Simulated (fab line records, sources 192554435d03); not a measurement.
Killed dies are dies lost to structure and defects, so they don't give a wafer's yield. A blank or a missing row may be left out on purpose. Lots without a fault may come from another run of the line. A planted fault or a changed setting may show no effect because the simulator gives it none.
Chamber matching | flow n5_finfet | N5_FIN_SAQP_MANDREL_ETCH_22 on rie_si-06: 4 sister chambers
The step etches a-Si in HBr/Cl2, stops on SiNx, target depth 60 nm, bt time 10 s, time 30 s. 24 wafers are shown with their chamber, then 12 later ones without.

WAFERS WITH THEIR CHAMBER
wafer  | chamber | throttle_valve_pct (%) | drypump_motor_current_A (A) | oes_product_au (a.u.)
L074.2 | 1       | 34.8                   | 6.1                         | 0.742
L074.3 | 2       | 35.8                   | 6.0                         | 0.765
L074.4 | 0       | 35.2                   | 5.6                         | 0.752
L075.1 | 0       | 35.2                   | 5.7                         | 0.748
L075.5 | 2       | 35.7                   | 5.9                         | 0.769
L075.6 | 3       | 34.4                   | 5.9                         | 0.790
L078.1 | 3       | 34.4                   | 5.9                         | 0.774
L078.5 | 1       | 34.8                   | 6.1                         | 0.757
L078.6 | 2       | 35.7                   | 5.9                         | 0.772
L079.2 | 3       | 34.4                   | 5.9                         | 0.778
L079.4 | 2       | 35.7                   | 6.0                         | 0.777
L079.6 | 1       | 34.8                   | 6.2                         | 0.751
L084.3 | 1       | 34.8                   | 6.1                         | 0.752
L084.4 | 2       | 35.7                   | 6.0                         | 0.771
L084.5 | 2       | 35.7                   | 5.9                         | 0.776
L087.1 | 3       | 34.5                   | 5.9                         | 0.776
L087.4 | 0       | 35.2                   | 5.6                         | 0.744
L087.5 | 3       | 34.4                   | 5.9                         | 0.782
L091.1 | 1       | 34.8                   | 6.1                         | 0.756
L091.2 | 3       | 34.4                   | 5.9                         | 0.783
L091.6 | 0       | 35.2                   | 5.7                         | 0.756
L093.2 | 1       | 34.8                   | 6.2                         | 0.752
L093.4 | 0       | 35.2                   | 5.6                         | 0.751
L093.5 | 1       | 34.8                   | 6.1                         | 0.763

SIGNATURES (means of the wafers above)
reading                 | chamber 0 | chamber 1 | chamber 2 | chamber 3 | scatter within a chamber
throttle_valve_pct      | 35.200    | 34.800    | 35.717    | 34.417    | 0.0289
drypump_motor_current_A | 5.640     | 6.129     | 5.950     | 5.900     | 0.0454
oes_product_au          | 0.75020   | 0.75329   | 0.77167   | 0.78050   | 0.00547
Rule: a wafer's distance from a chamber is the root of the sum, over the readings, of the square of ((its reading less the chamber's mean) divided by the reading's scatter). The wafer belongs to the nearest chamber; if the next one is less than 2 further off, it can't be placed. The scatter: the root of (the sum of the squares of (reading less its chamber's mean) over the shown wafers, divided by (wafers less chambers)).

WAFERS WITHOUT THEIR CHAMBER
wafer  | throttle_valve_pct (%) | drypump_motor_current_A (A) | oes_product_au (a.u.)
L094.1 | 35.7                   | 5.9                         | 0.758
L094.2 | 34.8                   | 6.2                         | 0.752
L094.4 | 35.2                   | 5.6                         | 0.767
L095.1 | 35.2                   | 5.6                         | 0.736
L095.4 | 34.4                   | 5.9                         | 0.787
L095.5 | 34.8                   | 6.1                         | 0.753
L096.1 | 34.8                   | 6.1                         | 0.745
L096.2 | 34.5                   | 5.9                         | 0.769
L096.3 | 35.2                   | 5.6                         | 0.750
L097.1 | 35.2                   | 5.7                         | 0.748
L097.2 | 34.4                   | 5.9                         | 0.778
L097.6 | 34.4                   | 6.0                         | 0.789

WHICH CHAMBER EACH WENT THROUGH
wafer  | from the rows above | in truth
L094.1 | 2                   | 2
L094.2 | 1                   | 1
L094.4 | 0                   | 0
L095.1 | 0                   | 0
L095.4 | 3                   | 3
L095.5 | 1                   | 1
L096.1 | 1                   | 1
L096.2 | 3                   | 3
L096.3 | 0                   | 0
L097.1 | 0                   | 0
L097.2 | 3                   | 3
L097.6 | 3                   | 3
Placed correctly: 12 of 12. Can't be placed from these rows: 0. Placed wrongly: 0.
